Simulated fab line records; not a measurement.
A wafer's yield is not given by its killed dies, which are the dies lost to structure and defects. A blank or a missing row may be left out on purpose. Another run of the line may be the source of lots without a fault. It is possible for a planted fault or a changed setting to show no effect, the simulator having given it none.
The same fault as seen by 2 desks ; flow n5 finfet ; each desk has only its own numbers; what lay behind them comes last

## AT THE TOOL OWNER'S DESK: litho track-05
The tool's own readings at N5_BEOL_M4_COAT_61 (time 60 s, resist thk 60 nm): means of the sampled wafers that have a number, for each lot that ran on this tool. If a lot's mean is further than 4 standard deviations from the usual mean, the lot is out of limits and carries the mark OUT (the distance appears in the brackets).
Columns: A = heater power total W at N5_BEOL_M4_COAT_61, usual 500.5 W; B = run length s at N5_BEOL_M4_COAT_61, usual 66.12 s; C = spin speed rpm at N5_BEOL_M4_COAT_61, usual 1500.0 rpm
lot;first seen here;A;B;C
L579;day 8 00:38;501.6;66.29;1500.2
L580;day 8 13:38;500.3;66.27;1500.1
L596;day 11 19:35;509.1 (+4.8) OUT;64.32 (-8.2) OUT;1498.9
L595;day 12 02:26;529.2 (+16) OUT;60.58 (-25) OUT;1500.6
L597;day 12 08:37;514.6 (+7.8) OUT;63.37 (-13) OUT;1501.3
Finding of this desk: L595, L596, L597 out of limits; the first was L596 at day 11 19:35, on heater power total W at N5_BEOL_M4_COAT_61. In limits: L579, L580.

## THE METROLOGY DESK
What the gauges read for every lot (on any tool): the sampled wafers with a number, averaged. If a lot's mean is further than 4 standard deviations from the usual mean, the lot is out of limits and carries the mark OUT (the distance appears in the brackets). Shown here are 7 of its 10 readings, the ones lying furthest out on some lot.
Columns: A = DIBL_N at N5_BEOL_M4_RC_MEAS_101, usual 35.8 mV/V; B = DIBL_P at N5_BEOL_M4_RC_MEAS_101, usual 36.0 mV/V; C = IOFF_P at N5_BEOL_M4_RC_MEAS_101, usual 0.21 nA/um; D = ION_N at N5_BEOL_M4_RC_MEAS_101, usual 673 uA/um; E = ION_P at N5_BEOL_M4_RC_MEAS_101, usual 462 uA/um; F = VT_N at N5_BEOL_M4_RC_MEAS_101, usual 250 mV; G = VT_P at N5_BEOL_M4_RC_MEAS_101, usual -250 mV
lot;first seen here;A;B;C;D;E;F;G
L579;day 8 09:25;36.1;36.6;0.19;673;456;252;-252
L580;day 8 23:57;36.7;38.9;0.29;683;473;249;-242
L582;day 9 06:08;37.2;36.0;0.24;691;472;245;-244
L583;day 9 06:33;33.9;34.7;0.18;670;456;251;-252
L596;day 12 10:37;34.5;33.2;0.15;660;451;255;-256
L595;day 12 11:53;35.1;35.9;0.19;668;458;250;-251
L597;day 13 01:37;37.0;36.8;0.21;674;462;252;-250
L599;day 13 14:24;38.0;38.7;0.22;671;462;250;-250
L600;day 13 14:36;34.9;34.1;0.18;672;461;252;-253
L601;day 13 18:08;36.0;34.2;0.19;669;457;250;-252
This desk found nothing out of limits on any of the 10 lots.

## ALL TOGETHER
The tool owner's desk could have raised an alarm at day 11 19:35, on L595, L596, L597.
Metrology desk: nothing out of limits seen.
The metrology desk has L595, L596, L597 on record, within its limits.
Of the lots named, all ran N5_BEOL_M4_COAT_61 on litho track-05.

## WHAT THE SIMULATOR PUT IN
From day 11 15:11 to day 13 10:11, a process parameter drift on litho track-05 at N5_BEOL_M4_COAT_61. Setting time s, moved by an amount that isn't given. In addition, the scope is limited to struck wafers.
Struck lots among those shown: L595, L596, L597.
Each desk's first reading out of limits, in hours after the fault started: the tool owner's desk, 4.
